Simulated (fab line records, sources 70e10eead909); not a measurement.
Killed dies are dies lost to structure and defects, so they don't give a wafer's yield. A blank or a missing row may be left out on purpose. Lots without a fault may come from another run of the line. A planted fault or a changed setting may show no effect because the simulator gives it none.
Problem report in the 8D (eight disciplines) form, filled by code | flow nand_harc | the parts of the form that need people (team, actions taken, sign-off) are left out

1. THE PROBLEM
rf_fwd_power_W at NHARC_P_BONDPAD_ETCH_12 reads a mean of 696.6 W on 9 wafers of 3 lots; wafers without a fault read 496.6 W with a standard deviation of 1.6. That is +99 or more standard deviations from the usual mean.
The step: etches the open film in CHF3/O2, target depth 200 nm, time 100 s.
First seen on wafer L278.1, day 9 22:05, on rie_diel-12. The record holds 33 wafers of 11 lots with a number at this step. Rule for "out", or "out of limits": more than 4 standard deviations from the usual mean. The other wafers with a number count as sound.

2. WHAT IT IS AND WHAT IT IS NOT
question                    | is                             | is not
which readings at this step | rf_fwd_power_W, oes_product_au | chamber_pressure_mTorr, drypump_motor_current_A, rf_vpp_V, showerhead_plenum_p_Torr
which lots                  | L278, L279, L280               | L284, L285, L286, L287, L288, L289, L291, L292
which wafers of those lots  | all that have a number         | -
read on which tools         | rie_diel-12                    | rie_diel-01, rie_diel-06
when                        | from day 9 22:05               | up to then (0 sound wafers); but 24 sound wafers of L284, L285, L286, L287, L288, L289, L291, L292 came after

3. SUSPECTS, AND WHAT RULES EACH OUT
Counting: a tool at a process step up to the reading stays a suspect if it ran every lot that is out and no sound lot after the first of them.
- rie_diel-12 at NHARC_P_BONDPAD_ETCH_37 (etches the open film in N2/H2, target depth 60 nm, overetch 18 nm, time 65.91 s): ruled out as a lasting fault. Sound lots L287, L288, L289, L292 ran on it after its first lot that is out, L278 (day 9 22:00).
- rie_diel-12 at NHARC_P_BONDPAD_ETCH_12 (etches the open film in CHF3/O2, target depth 200 nm, time 100 s): ruled out as a lasting fault. Sound lots L287, L288, L289, L292 ran on it after its first lot that is out, L278 (day 9 22:05).
Left after counting: nothing in the record.

4. THE CAUSE (what the simulator had put in)
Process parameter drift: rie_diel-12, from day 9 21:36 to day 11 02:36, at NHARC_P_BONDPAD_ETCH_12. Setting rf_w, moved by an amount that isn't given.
Counting ruled it out, wrongly.

5. THE CHAIN OF EFFECTS, in route order
Each row: a reading whose mean over the struck wafers that have a number lies more than 3 standard deviations from the usual. Only readings for which the record gives a usual standard deviation are gone through. hours: the time from each lot's start at the first step in this table that gives one to its start at this step, as a median over the lots. sigmas: the change in usual standard deviations.
hours | step                    | reading        | usual      | on struck wafers | change | sigmas
0     | NHARC_P_BONDPAD_ETCH_12 | oes_product_au | 0.936 a.u. | 1.195            | +0.259 | +12
0     | NHARC_P_BONDPAD_ETCH_12 | rf_fwd_power_W | 496.6 W    | 696.6            | +200.0 | +99 or more
The process steps in it:
- NHARC_P_BONDPAD_ETCH_12: etches the open film in CHF3/O2, target depth 200 nm, time 100 s.
Later measuring or inspecting steps at which every struck wafer that the step has a row for has a number for every such reading, and none has moved that far: NHARC_END_SORT_01.

6. WHAT WOULD HAVE CAUGHT IT SOONER
In this record the first reading out of limits was taken at day 9 22:05, 0 hours after the fault began at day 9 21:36.
